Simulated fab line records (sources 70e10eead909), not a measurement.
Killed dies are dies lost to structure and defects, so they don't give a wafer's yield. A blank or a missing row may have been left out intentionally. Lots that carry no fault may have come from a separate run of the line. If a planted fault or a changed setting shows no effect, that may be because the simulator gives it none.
fab line records -- flow nand-harc
record lots=5, wafers=15, last-day=24
route steps=1159 shown P_ZERO_WELL@5 END@1159
lots that met no fault: taken from a fault-free run of the same line
start-h: the number of hours between the record's first day and the start of the first shown wafer of the lot -- wait-h: how many hours have passed since the lot's step before this one -- " identical to the entry in the row above -- L1.1+2: several wafers, shown together as one row -- - no value, or no start was given -- * or withheld: withheld -- < > ~ a bound
route shown NAME@n: names a module that has steps shown in the file, with the first one's number in the route -- usual: mean/standard deviation taken from wafers without a fault -- same: alike in all rows -- chamber/n: place in a boat -- sites: each site's reading -- _std_site: standard deviation of those values -- _edge_site: mean of outer sites minus mean of inner sites -- radius-mm: for every site, how far away it sits from the centre of the wafer -- mask NAME#n: copy n -- behind: the last tool/chamber to shape the wafer -- hold: why the lot went on hold/how many hours it stayed there/how the hold came to an end -- device: names the non-switching transistor (n, p or np) -- end of line: tests run on the same wafers once the route is complete -- a step given without rows: its recipe and nothing more -- killed: at the first sort, the dies lost to defects and structure; wafer yield is something else -- map: shows each die of a wafer: x if killed, . if not, _ if none is there
set.NAME: the setting the step ran with; set.NAME@STEP: the setting that earlier step ran with -- model.NAME: the simulator's own value behind a step, which no gauge read
lots at some steps of the route; a table a step, a row a wafer
services: from which hour (start-h, from the record's first day; less than 0 if before it) a tool's chamber was out of use, for how many hours, and why
## steps
# step NHARC_P_ZERO_WELL_DEHYDRATE_03
# recipe temp-c=150, time-s=120
# step NHARC_P_ZERO_WELL_HMDS_04
# recipe time-s=30
# step NHARC_P_ZERO_WELL_COAT_64
# recipe temp-c=200, time-s=65
# step NHARC_P_ZERO_WELL_COAT_05
# recipe spin-rpm=2000, resist-thk-nm=600
# step NHARC_P_ZERO_WELL_SOFTBAKE_06
# recipe temp-c=125, time-s=70
# step NHARC_P_ZERO_WELL_EBR_07
# step NHARC_P_ZERO_WELL_EXPOSE_08
# recipe na=0.55, target-cd-nm=500, dose-mj=33.8, mask-id=P_ZERO
# step NHARC_P_ZERO_WELL_PEB_09
# recipe peb-temp-c=128, peb-time-s=80
# step NHARC_P_ZERO_WELL_DEVELOP_10
# recipe time-s=50, dev-temp-c=22
# step NHARC_P_ZERO_WELL_HARDBAKE_12
# recipe temp-c=118, time-s=65
# step NHARC_P_ZERO_WELL_DESCUM_13
# recipe time-s=3, o2-flow-sccm=200, ar-flow-sccm=0, bias-power-w=0, chemistry=O2
# step NHARC_P_ZERO_WELL_ETCH_65
# recipe target-depth-a=800, overetch-a=240, time-s=87.88, ion-energy-ev=200, n2-flow-sccm=150, h2-flow-sccm=150, ar-flow-sccm=0, rf-w=400, bias-w=150, chemistry=N2/H2
# usual drypump-motor-current-A=5.5/0.64, oes-product-au=0.999/0.0066, rf-vpp-V=431.4/1.7, showerhead-plenum-p-Torr=2.07/0.057, throttle-valve-pct=14.171/0.0087
lot.wafer,tool,chamber,start-h,wait-h,drypump-motor-current-A,oes-product-au,rf-hours-counter-h,rf-vpp-V,showerhead-plenum-p-Torr,throttle-valve-pct
L317.1,rie-diel-07,3,85.50,0.1,4.9,0.999,2,433.8,2.14,14.178
L317.4,rie-diel-07,0,85.50,0.1,5.5,1.002,1,430.3,1.99,14.172
L317.3,rie-diel-07,1,85.50,0.1,5.6,1.010,1,432.6,2.15,14.169
L321.3,rie-diel-07,1,109.49,0.1,5.6,1.008,3,434.7,2.15,14.171
L321.1,rie-diel-07,0,109.49,0.1,5.5,0.991,3,429.3,1.99,14.159
L321.6,rie-diel-07,2,109.49,0.1,5.4,0.991,-,431.6,2.04,14.159
L322.1,rie-diel-07,2,115.52,0.1,5.4,1.006,4,430.0,2.04,14.166
L322.6,rie-diel-07,3,115.52,0.1,4.9,0.987,-,433.7,2.14,14.175
L322.4,rie-diel-07,2,115.52,0.1,5.4,1.002,-,431.3,2.04,14.177
L324.4,rie-diel-07,1,127.36,0.1,5.6,0.996,5,433.3,2.15,14.175
L324.3,rie-diel-07,3,127.36,0.1,4.9,0.991,5,432.8,2.14,14.168
L324.5,rie-diel-07,2,127.36,0.1,5.4,0.990,-,431.0,2.04,14.182
L327.1,rie-diel-06,0,145.38,0.1,6.3,0.993,5,429.0,2.03,14.157
L327.6,rie-diel-06,2,145.38,0.1,4.7,0.994,-,432.4,2.12,14.149
L327.5,rie-diel-06,3,145.38,0.1,6.7,0.997,-,434.3,2.14,14.178
# step NHARC_P_ZERO_WELL_ETCH_62
# recipe target-depth-a=130, time-s=6.5, chf3-flow-sccm=50, ar-flow-sccm=200, rf-w=500, bias-w=200, chemistry=CHF3/Ar
# step NHARC_P_ZERO_WELL_ETCH_63
# recipe target-depth-a=1200, time-s=40.1, hbr-flow-sccm=150, cl2-flow-sccm=50, rf-w=400, icp-w=400, bias-w=100, chemistry=HBr/Cl2
# step NHARC_P_ZERO_WELL_STRIP_15
# recipe time-s=900, temp-c=130, chemistry=SPM
# step NHARC_P_ZERO_WELL_DEHYDRATE_16
# recipe temp-c=150, time-s=120
# step NHARC_P_ZERO_WELL_HMDS_17
# recipe time-s=30
# step NHARC_P_ZERO_WELL_COAT_18
# recipe spin-rpm=withheld
# step NHARC_P_ZERO_WELL_SOFTBAKE_19
# recipe temp-c=122, time-s=95
# step NHARC_P_ZERO_WELL_EBR_20
# step NHARC_P_ZERO_WELL_EXPOSE_21
# recipe na=0.6, target-cd-nm=720, dose-mj=22.31, mask-id=P_NWELL
# step NHARC_P_ZERO_WELL_PEB_22
# recipe peb-temp-c=118, peb-time-s=85
# step NHARC_P_ZERO_WELL_DEVELOP_23
# recipe time-s=70
# step NHARC_P_ZERO_WELL_HARDBAKE_25
# recipe temp-c=125, time-s=80
# step NHARC_P_ZERO_WELL_DESCUM_26
# recipe time-s=3, o2-flow-sccm=200, ar-flow-sccm=0, bias-power-w=0, chemistry=O2
# step NHARC_P_ZERO_WELL_IMPLANT_27
# recipe energy-kev=600, dose-cm2=1e+13, tilt-deg=7
# step NHARC_P_ZERO_WELL_IMPLANT_57
# recipe energy-kev=250, dose-cm2=4e+12, tilt-deg=7
# step NHARC_P_ZERO_WELL_IMPLANT_58
# recipe energy-kev=100, dose-cm2=2e+12, tilt-deg=7
# step NHARC_P_ZERO_WELL_STRIP_28
# recipe time-s=840, temp-c=130, chemistry=SPM
# step NHARC_P_ZERO_WELL_DEHYDRATE_29
# recipe temp-c=150, time-s=120
# step NHARC_P_ZERO_WELL_HMDS_30
# recipe time-s=30
# step NHARC_P_ZERO_WELL_COAT_31
# recipe spin-rpm=withheld
# step NHARC_P_ZERO_WELL_SOFTBAKE_32
# recipe temp-c=122, time-s=95
# step NHARC_P_ZERO_WELL_EBR_33
# step NHARC_P_ZERO_WELL_EXPOSE_34
# recipe na=0.6, target-cd-nm=720, dose-mj=22.31, mask-id=P_PWELL
# step NHARC_P_ZERO_WELL_PEB_35
# recipe peb-temp-c=118, peb-time-s=85
# step NHARC_P_ZERO_WELL_DEVELOP_36
# recipe time-s=70
# step NHARC_P_ZERO_WELL_HARDBAKE_38
# recipe temp-c=125, time-s=80
# step NHARC_P_ZERO_WELL_DESCUM_39
# recipe time-s=3, o2-flow-sccm=200, ar-flow-sccm=0, bias-power-w=0, chemistry=O2
# step NHARC_P_ZERO_WELL_INSPECT_43
# usual raw-defect-count=13/5.9
lot.wafer,tool,chamber,start-h,wait-h,raw-defect-count
L317.1,defect-inspect-02,-,91.48,0.6,3
L317.3,defect-inspect-02,-,91.48,0.6,2
L317.4,defect-inspect-02,-,91.48,0.6,18
L321.1,defect-inspect-01,-,115.34,0.6,901
L321.3,defect-inspect-01,-,115.34,0.6,889
L321.6,defect-inspect-01,-,115.34,0.6,888
L322.1,defect-inspect-02,-,121.34,0.6,885
L322.4,defect-inspect-02,-,121.34,0.6,920
L322.6,defect-inspect-02,-,121.34,0.6,883
L324.3,defect-inspect-01,-,133.36,0.4,886
L324.4,defect-inspect-01,-,133.36,0.4,899
L324.5,defect-inspect-01,-,133.36,0.4,899
L327.1,defect-inspect-02,-,151.36,0.6,15
L327.5,defect-inspect-02,-,151.36,0.6,15
L327.6,defect-inspect-02,-,151.36,0.6,7
# step NHARC_END_SORT_01
# recipe temp-c=25
# usual killed-at-array=29/11, killed-at-other=0.6/0.89, killed-at-periphery=3.8/2.8, killed-dies=33/12, killed-open=3.5/1.9, killed-short=1.9/1.3
# same gross-dies=677
lot.wafer,tool,chamber,start-h,wait-h,killed-at-array,killed-at-other,killed-at-periphery,killed-dies,killed-open,killed-short
L321.1,prober-02,0,547.20,2.5,24,2,111,137,2,2
L321.3,prober-02,0,548.78,3.1,18,0,89,107,6,0
L321.6,prober-02,0,551.16,4.0,28,1,95,124,3,1
L324.3,prober-01,0,548.77,3.1,39,1,94,134,6,0
L324.4,prober-01,0,549.57,3.4,45,1,91,137,3,4
L324.5,prober-01,0,550.36,3.7,44,0,102,146,4,3
L322.1,prober-01,0,554.97,2.5,13,0,94,107,3,1
L322.4,prober-01,0,557.38,3.4,13,0,93,106,2,3
L322.6,prober-01,0,558.98,4.0,12,0,90,102,1,1
# killed by level:class
L321.1 P_ZERO_WELL:unspecified=102 A_CHANNEL_HOLE_D1:chamber-film-flake=18 P_M1:chamber-film-flake=6 A_CONTACT:chamber-film-flake=3 P_STI:chamber-film-flake=2 P_CONTACT:geometric-particle:short=1 A_CONTACT:geometric-particle:open=1 A_BLC:geometric-particle:open=1
L324.3 P_ZERO_WELL:unspecified=90 A_CHANNEL_HOLE_D1:chamber-film-flake=25 A_SLIT:chamber-film-flake=5 P_GATE:chamber-film-flake=3 A_CONTACT:geometric-particle:open=2 A_M0:geometric-particle:open=2 P_M0:geometric-particle:open=1 A_CHANNEL_FILL_D1:geometric-particle:open=1
L321.3 P_ZERO_WELL:unspecified=88 A_CONTACT:chamber-film-flake=7 A_CHANNEL_HOLE_D1:chamber-film-flake=6 A_CHANNEL_FILL_D1:geometric-particle:open=2 P_M0:geometric-particle:open=1 A_CHANNEL_HOLE_D1:geometric-particle:open=1 A_WL_FILL:geometric-particle:open=1 A_M1:geometric-particle:open=1
L324.4 P_ZERO_WELL:unspecified=88 A_CHANNEL_HOLE_D1:chamber-film-flake=25 A_SLIT:chamber-film-flake=11 A_WL_FILL:geometric-particle:short=2 P_STI:chamber-film-flake=2 A_CHANNEL_HOLE_D1:geometric-particle:short=1 A_CHANNEL_FILL_D1:geometric-particle:open=1 A_CHANNEL_FILL_D1:geometric-particle:short=1
L324.5 P_ZERO_WELL:unspecified=98 A_SLIT:chamber-film-flake=20 A_CHANNEL_HOLE_D1:chamber-film-flake=15 P_GATE:chamber-film-flake=4 A_ONON_D1:geometric-particle:short=2 A_BLC:geometric-particle:open=2 A_ONON_D1:geometric-particle:open=1 A_CHANNEL_FILL_D1:geometric-particle:open=1
L321.6 P_ZERO_WELL:unspecified=93 A_CHANNEL_HOLE_D1:chamber-film-flake=23 A_CONTACT:chamber-film-flake=2 P_GATE:geometric-particle:open=1 P_M0:geometric-particle:open=1 A_CONTACT:geometric-particle:open=1 A_M0:geometric-particle:short=1 A_SLIT:chamber-film-flake=1
L322.1 P_ZERO_WELL:unspecified=93 A_CHANNEL_HOLE_D1:chamber-film-flake=3 A_CONTACT:chamber-film-flake=3 A_STAIRCASE:chamber-film-flake=2 P_GATE:geometric-particle:open=1 A_SGD_CUT:geometric-particle:short=1 A_CONTACT:geometric-particle:open=1 A_M0:geometric-particle:open=1
L322.4 P_ZERO_WELL:unspecified=92 A_CONTACT:chamber-film-flake=4 A_CHANNEL_HOLE_D1:chamber-film-flake=3 A_CHANNEL_FILL_D1:geometric-particle:short=2 A_ONON_D1:geometric-particle:short=1 A_CHANNEL_FILL_D1:geometric-particle:open=1 A_CONTACT:geometric-particle:open=1 P_GATE:chamber-film-flake=1
L322.6 P_ZERO_WELL:unspecified=89 A_CHANNEL_HOLE_D1:chamber-film-flake=6 A_WL_FILL:chamber-film-flake=2 P_GATE:geometric-particle:open=1 A_CONTACT:geometric-particle:short=1 A_STAIRCASE:chamber-film-flake=1 A_SLIT:chamber-film-flake=1 A_CONTACT:chamber-film-flake=1
# map L321.1 (x killed, . not)
____________.____________
_________......._________
_______.......x..._______
______........x....______
_____.........x....._____
____...x......xx.xx..____
____xx.......xxxxxxx.____
___..........xxxxxxxxx___
___x..........xxxxxxx.___
__..........xxxxxxxxxx.__
__....x.....x.xxxxxxxx.__
_............xxxxxxxxx.._
_x...........xxxxxxxxx.._
_....x......xxxxxxxxxx.._
_............xxxxxxx...._
_............xxxxxxxx..._
...............xxxxxx....
.............x..xxx..x...
.........x.......x.......
.........................
...........x.............
_.......x..x...x........_
_.........x............._
_........x.x.x......x..._
_x.......xxxx.......x..._
_.........xx.x......x..._
__.....x..x............__
__........x............__
___........x..........___
___...........x.......___
____.................____
____.................____
_____..............._____
______.............______
_______..........._______
_________x......_________
____________.____________
# map L322.1 (x killed, . not)
____________.____________
_________......._________
_______....x......_______
______.............______
_____.xx............_____
____...x.............____
____.................____
___...................___
___x...x..............___
__.....................__
__.....................__
_......................._
_x.............x........_
_......................._
_......................._
_......................._
.x.......................
.........................
.........................
......x..................
.x.x...x.................
_....xxx..x............._
_...xxxxxxx............._
_...xxxxxxx............._
_...xxxxxxx............._
_..xxxxxxxxx............_
__.xxxxxxxxxx..........__
__.xxxxxxxxxxx.........__
___.xxxxxxxx..........___
___xxxxxxxxxx.........___
____xxxxxxxx..x......____
____.xxxxxx..........____
_____.xx............_____
______x.x..........______
_______..x........_______
_________x......_________
____________.____________
## services
tool,chamber,start-h,hours,kind
rie-diel-06,-,64.47,9.0,pm
rie-diel-06,0,64.47,9.0,vent-cycle
rie-diel-06,1,64.47,9.0,vent-cycle
rie-diel-06,2,64.47,9.0,vent-cycle
rie-diel-06,3,64.47,9.0,vent-cycle
rie-diel-06,0,73.47,-,clean
rie-diel-06,1,73.47,-,clean
rie-diel-06,2,73.47,-,clean
rie-diel-07,0,84.73,-,clean
rie-diel-07,1,84.73,-,clean
rie-diel-07,2,84.73,-,clean
rie-diel-07,3,84.73,-,clean
rie-diel-06,1,88.05,4.1,repair
rie-diel-07,0,109.23,-,clean
rie-diel-07,1,109.23,-,clean
rie-diel-07,2,109.23,-,clean
rie-diel-07,3,109.23,-,clean
rie-diel-07,1,114.16,2.4,repair
rie-diel-07,-,128.03,0.5,repair
rie-diel-06,-,130.10,0.2,repair
rie-diel-07,0,133.73,-,clean
rie-diel-07,1,133.73,-,clean
rie-diel-07,2,133.73,-,clean
rie-diel-07,3,133.73,-,clean
## key
first-sign step=NHARC_P_ZERO_WELL_INSPECT_43, reading=raw-defect-count, direction=up, sigmas=99+, usual=13, struck=894
effect step=NHARC_END_SORT_01, reading=killed-at-periphery, direction=up, sigmas=33, usual=3.8, struck=95.4
more-kills-born-at NHARC_P_ZERO_WELL_ETCH_65@rie-diel-07=833
met-at NHARC_P_ZERO_WELL_ETCH_65
struck-wafers L321.1,L321.3,L321.6,L322.1,L322.4,L322.6,L324.3,L324.4,L324.5
tester-left-out L321,L322,L324
onset-between 85.50 109.49
fault kind=chamber-particle-source, tool=rie-diel-07, chamber=-, onset-h=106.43, steps=NHARC_P_ZERO_WELL_ETCH_65, rate-per-visit-cm2=1.4171, end-h=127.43
# tester-left-out: of these lots the tester's yield and bins aren't shown, on N5 and GAA mostly nor the transistor test; their killed dies are dies lost to structure and defects alone, not to doping, threshold or leakage, so they don't give the yield
